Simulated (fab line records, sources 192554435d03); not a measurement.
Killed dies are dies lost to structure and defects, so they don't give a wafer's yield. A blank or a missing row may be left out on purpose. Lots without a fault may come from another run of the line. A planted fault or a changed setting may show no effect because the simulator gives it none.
Chamber matching | flow n5_finfet | N5_BEOL_M3_CMP_52 on cmp-03: 4 sister chambers
The step polishes, stops on SiOC, t overpolish 6.8 s, target thk 40 nm. 16 wafers are shown with their chamber, then 8 later ones without.

WAFERS WITH THEIR CHAMBER
wafer  | chamber | motor_current_A (A) | time_to_endpoint_s (s) | overpolish_run_s (s)
L075.2 | 0       | 5.8                 | 62.6                   | 6.806
L075.4 | 1       | 6.3                 | 62.2                   | 6.796
L075.5 | 3       | 6.2                 | 64.2                   | 6.818
L076.4 | 3       | 6.3                 | 62.8                   | 6.818
L076.5 | 2       | 5.3                 | 62.7                   | 6.806
L076.6 | 3       | 6.5                 | 62.5                   | 6.810
L078.4 | 2       | 5.3                 | 63.7                   | 6.797
L078.5 | 1       | 6.4                 | 63.0                   | 6.809
L078.6 | 0       | 5.8                 | 63.6                   | 6.805
L081.1 | 3       | 6.4                 | 64.3                   | 6.789
L081.2 | 2       | 5.6                 | 63.5                   | 6.800
L081.4 | 1       | 6.3                 | 66.1                   | 6.800
L085.1 | 0       | 5.9                 | 61.1                   | 6.827
L085.2 | 2       | 5.5                 | 57.3                   | 6.815
L085.6 | 3       | 6.4                 | 60.0                   | 6.799
L094.1 | 2       | 5.6                 | 58.1                   | 6.806

SIGNATURES (means of the wafers above)
reading            | chamber 0 | chamber 1 | chamber 2 | chamber 3 | scatter within a chamber
motor_current_A    | 5.833     | 6.333     | 5.460     | 6.360     | 0.115
time_to_endpoint_s | 62.433    | 63.767    | 61.060    | 62.760    | 2.28
overpolish_run_s   | 6.81267   | 6.80167   | 6.80480   | 6.80680   | 0.0101
Rule: a wafer's distance from a chamber is the root of the sum, over the readings, of the square of ((its reading less the chamber's mean) divided by the reading's scatter). The wafer belongs to the nearest chamber; if the next one is less than 2 further off, it can't be placed. The scatter: the root of (the sum of the squares of (reading less its chamber's mean) over the shown wafers, divided by (wafers less chambers)).

WAFERS WITHOUT THEIR CHAMBER
wafer  | motor_current_A (A) | time_to_endpoint_s (s) | overpolish_run_s (s)
L094.5 | 5.6                 | 59.4                   | 6.810
L094.6 | 6.6                 | 62.0                   | 6.800
L096.3 | 5.9                 | 63.4                   | 6.802
L096.4 | 6.1                 | 59.0                   | 6.803
L096.6 | 6.3                 | 60.6                   | 6.795
L097.3 | 6.6                 | 57.1                   | 6.811
L097.4 | 6.1                 | 61.1                   | 6.792
L097.5 | 6.1                 | 61.3                   | 6.777

WHICH CHAMBER EACH WENT THROUGH
wafer  | from the rows above          | in truth
L094.5 | can't be placed: 2 or 0      | 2
L094.6 | can't be placed: 3 or 1      | 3
L096.3 | 0                            | 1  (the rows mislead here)
L096.4 | can't be placed: 3 or 1 or 0 | 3
L096.6 | can't be placed: 1 or 3      | 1
L097.3 | can't be placed: 3 or 1      | 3
L097.4 | can't be placed: 1 or 3 or 0 | 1
L097.5 | can't be placed: 1 or 3 or 0 | 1
Placed correctly: 0 of 8. Can't be placed from these rows: 7 (the true chamber is among the candidates in 7). Placed wrongly: 1.
